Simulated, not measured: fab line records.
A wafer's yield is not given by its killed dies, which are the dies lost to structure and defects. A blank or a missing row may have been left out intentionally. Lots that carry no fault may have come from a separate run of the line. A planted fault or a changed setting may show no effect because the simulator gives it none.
Which of the tools did it?    flow nandHarc    Sampling: 12 lots, 36 wafers, 5 of 1302 route steps

== WHAT THE GAUGES SHOWED, per wafer ==
NHARC_A_CONTACT_CD_MEAS_08 targets a cd of 200 nm. Usual: cdNm reads 199.8 nm (standard deviation 0.64).
lot   measured      on        cdNm (nm)          flag
L869  day 22 11:09  cdSem-03  198.9 199.8 200.6  
L873  day 23 14:53  cdSem-01  200.2 200.8 201.1  
L874  day 24 02:04  cdSem-01  200.6 200.0 199.1  
L875  day 24 13:17  cdSem-02  199.8 199.5 200.1  
L877  day 25 18:44  cdSem-01  198.7 199.2 199.9  
L878  day 26 03:21  cdSem-02  200.5 200.2 200.5  
L880  day 26 17:05  cdSem-01  200.7 200.2 200.3  
L882  day 27 23:19  cdSem-03  200.0 199.7 199.5  
L883  day 28 01:05  cdSem-01  199.9 200.8 200.2  
L891  day 31 05:01  cdSem-03  200.0 198.8 198.9  
L892  day 31 07:42  cdSem-01  198.8 199.7 198.9  
L890  day 31 13:58  cdSem-02  199.4 199.6 199.9  

NHARC_A_CONTACT_CD_MEAS_15. Usual: cdNm reads 190.2 nm (standard deviation 0.86).
lot   measured      on        cdNm (nm)          flag
L869  day 22 14:31  cdSem-03  190.5 191.3 190.3  
L873  day 23 18:16  cdSem-02  191.9 191.8 190.0  
L874  day 24 05:27  cdSem-02  189.7 190.1 191.2  
L875  day 24 16:40  cdSem-03  190.6 190.2 189.9  
L877  day 25 22:06  cdSem-03  189.4 189.6 189.5  
L878  day 26 07:15  cdSem-01  192.0 190.3 192.1  
L880  day 26 20:41  cdSem-01  191.0 190.2 189.0  
L882  day 28 02:44  cdSem-03  190.7 189.7 190.9  
L883  day 28 04:43  cdSem-03  192.0 189.8 191.8  
L891  day 31 08:23  cdSem-03  189.5 190.7 191.1  
L892  day 31 11:06  cdSem-02  188.5 188.8 190.1  
L890  day 31 17:20  cdSem-02  191.7 189.7 190.4  

NHARC_END_SORT_01. Usual: killedAtArray 63, standard deviation 27; killedAtOther 0.7, standard deviation 1.2; killedAtPeriphery 3.1, standard deviation 2; killedDies 67, standard deviation 28; killedOpen 3.0, standard deviation 1.9; killedShort 2.2, standard deviation 1.5.
lot   measured      on         killedAtArray  killedAtOther  killedAtPeriphery  killedDies   killedOpen  killedShort  flag
L877  day 27 20:20  prober-02  138 111 113    1 1 0          5 1 2              144 113 115  2 1 0       5 1 3        
L882  day 30 03:15  prober-01  38 423 36      0 1 1          2 1 4              40 425 41    2 3 2       2 2 2        OFF
L883  day 30 03:14  prober-02  61 52 408      0 0 0          5 8 5              66 60 413    2 2 3       3 0 1        OFF

== WHAT TOOL EACH LOT RAN ON (gives the tool, then ch and the chambers of the sampled wafers, and finally the start) ==
lot   NHARC_A_CONTACT_ETCH_89                       NHARC_A_CONTACT_ETCH_98
L869  rieDiel-03 ch 1,2, day 22 14:26 or earlier    rieDiel-02 ch 1,3, day 22 14:26
L873  rieDiel-02 ch 0,2,3, day 23 18:11 or earlier  rieDiel-02 ch 0,3, day 23 18:11
L874  rieDiel-03 ch 1,2,3, day 24 05:22 or earlier  rieDiel-02 ch 0,1,2, day 24 05:22
L875  rieDiel-13 ch 0,2,3, day 24 16:35 or earlier  rieDiel-02 ch 0,2, day 24 16:35
L877  rieDiel-02 ch 0,1,2, day 25 22:01 or earlier  rieDiel-13 ch 0,1,2, day 25 22:01
L878  rieDiel-02 ch 0,3, day 26 07:10 or earlier    rieDiel-13 ch 0,1, day 26 07:10
L880  rieDiel-13 ch 1,2,3, day 26 20:36 or earlier  rieDiel-02 ch 0,1,2, day 26 20:36
L882  rieDiel-03 ch 0,1,3, day 28 02:38 or earlier  rieDiel-02 ch 1,2,3, day 28 02:38
L883  rieDiel-02 ch 1,2,3, day 28 04:37 or earlier  rieDiel-02 ch 1,2,3, day 28 04:37
L891  rieDiel-13 ch 0,1,3, day 31 08:19 or earlier  rieDiel-02 ch 0,2,3, day 31 08:19
L892  rieDiel-03 ch 0,2,3, day 31 11:01 or earlier  rieDiel-13 ch 0,2,3, day 31 11:01
L890  rieDiel-02 ch 0,1,2, day 31 17:16 or earlier  rieDiel-02 ch 0,1,3, day 31 17:16
- NHARC_A_CONTACT_ETCH_89: etches the open film in N2/H2, target depth 260 nm, time 475.3 s.
- NHARC_A_CONTACT_ETCH_98: etches the open film in C4F6/O2, target depth 20 nm, time 10 s.

== WHAT THE TOOLS THEMSELVES READ (means of the sampled wafers that have a number; where no wafer has one, the mark that the record gives instead) ==
NHARC_A_CONTACT_ETCH_89. Usual: drypumpMotorCurrentA 5.9 A, standard deviation 0.38; n2FlowSccm 150.0 sccm, standard deviation 0.41; oesProductAu 0.998 a.u., standard deviation 0.013; rfVppV 431.2 V, standard deviation 3; showerheadPlenumPTorr 2.07 Torr, standard deviation 0.099; throttleValvePct 14.171 %, standard deviation 0.0092.
lot   tool        drypumpMotorCurrentA (A)  n2FlowSccm (sccm)  oesProductAu (a.u.)  rfVppV (V)  showerheadPlenumPTorr (Torr)  throttleValvePct (%)  flag
L869  rieDiel-03  6.1                       150.2              0.994                430.2       2.02                          14.179                
L873  rieDiel-02  5.6                       150.2              1.004                430.6       2.06                          14.179                
L874  rieDiel-03  6.0                       150.1              0.992                431.4       2.09                          14.170                
L875  rieDiel-13  6.1                       150.4              1.001                432.6       2.10                          14.177                
L877  rieDiel-02  5.6                       150.1              0.984                430.2       2.02                          14.174                
L878  rieDiel-02  5.6                       150.0              0.993                433.5       2.13                          14.171                
L880  rieDiel-13  6.2                       149.6              1.002                433.2       2.14                          14.166                
L882  rieDiel-03  6.1                       150.0              0.999                431.5       2.10                          14.162                
L883  rieDiel-02  5.5                       150.3              0.996                431.1       2.03                          14.175                
L891  rieDiel-13  6.1                       150.4              1.005                433.4       2.14                          14.172                
L892  rieDiel-03  6.0                       149.5              1.004                429.3       1.99                          14.176                
L890  rieDiel-02  5.6                       149.7              0.990                429.6       2.01                          14.175                

NHARC_A_CONTACT_ETCH_98. Usual: drypumpMotorCurrentA 5.8 A, standard deviation 0.39; oesProductAu 0.962 a.u., standard deviation 0.028; rfVppV 548 V, standard deviation 3.3; showerheadPlenumPTorr 3.96 Torr, standard deviation 0.16; throttleValvePct 26.903 %, standard deviation 0.0096.
lot   tool        drypumpMotorCurrentA (A)  oesProductAu (a.u.)  rfVppV (V)  showerheadPlenumPTorr (Torr)  throttleValvePct (%)  flag
L869  rieDiel-02  5.5                       0.948                548         4.04                          26.908                
L873  rieDiel-02  5.6                       0.969                549         4.07                          26.901                
L874  rieDiel-02  5.6                       0.995                547         3.90                          26.908                
L875  rieDiel-02  5.6                       0.999                548         3.94                          26.901                
L877  rieDiel-13  6.4                       0.952                549         4.01                          26.908                
L878  rieDiel-13  6.4                       0.942                551         4.12                          26.904                
L880  rieDiel-02  5.5                       0.995                546         3.89                          26.903                
L882  rieDiel-02  5.5                       0.881                546         3.91                          26.909                
L883  rieDiel-02  5.5                       0.884                547         3.91                          26.907                
L891  rieDiel-02  5.7                       0.934                547         3.94                          26.899                
L892  rieDiel-13  6.1                       0.953                548         3.99                          26.894                
L890  rieDiel-02  5.5                       0.954                548         3.99                          26.894                

== THE ANSWER, worked out from the rows above alone ==
Rule: lot off if the mean of its wafers having a number is beyond 3 standard deviations from the usual mean. A lot without any number at a reading at which 4 lots or more have one is off too. All remaining lots with rows at the step are treated as sound. Order of review: gauges by route order, followed by the tools' own readings, for which a lot's mean as printed above is used. At the first step where some lot is off, the reading lying furthest off is the one used; lots without a number count as furthest.
Off at NHARC_END_SORT_01 (killedAtArray): L882, L883. Neither off nor sound, because the step has no rows for them: L869, L873, L874, L875, L878, L880, L891, L892, L890.
If a tool, at a process step before that reading, ran all the lots that are off and no sound lot after the first of them, it fits. The gauges at NHARC_END_SORT_01 are tried like those tools. Because NHARC_A_CONTACT_ETCH_89 lacks a start for some lots, the hours and order of its lots are taken from NHARC_A_CONTACT_ETCH_98. One fits: rieDiel-02 at NHARC_A_CONTACT_ETCH_98. It ran no sound lot before its first lot that is off in this sample, so the start can't be narrowed down.

== WHAT THE SIMULATOR HAD PUT IN ==
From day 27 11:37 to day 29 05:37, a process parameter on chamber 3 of rieDiel-02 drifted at NHARC_A_CONTACT_ETCH_98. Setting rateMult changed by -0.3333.
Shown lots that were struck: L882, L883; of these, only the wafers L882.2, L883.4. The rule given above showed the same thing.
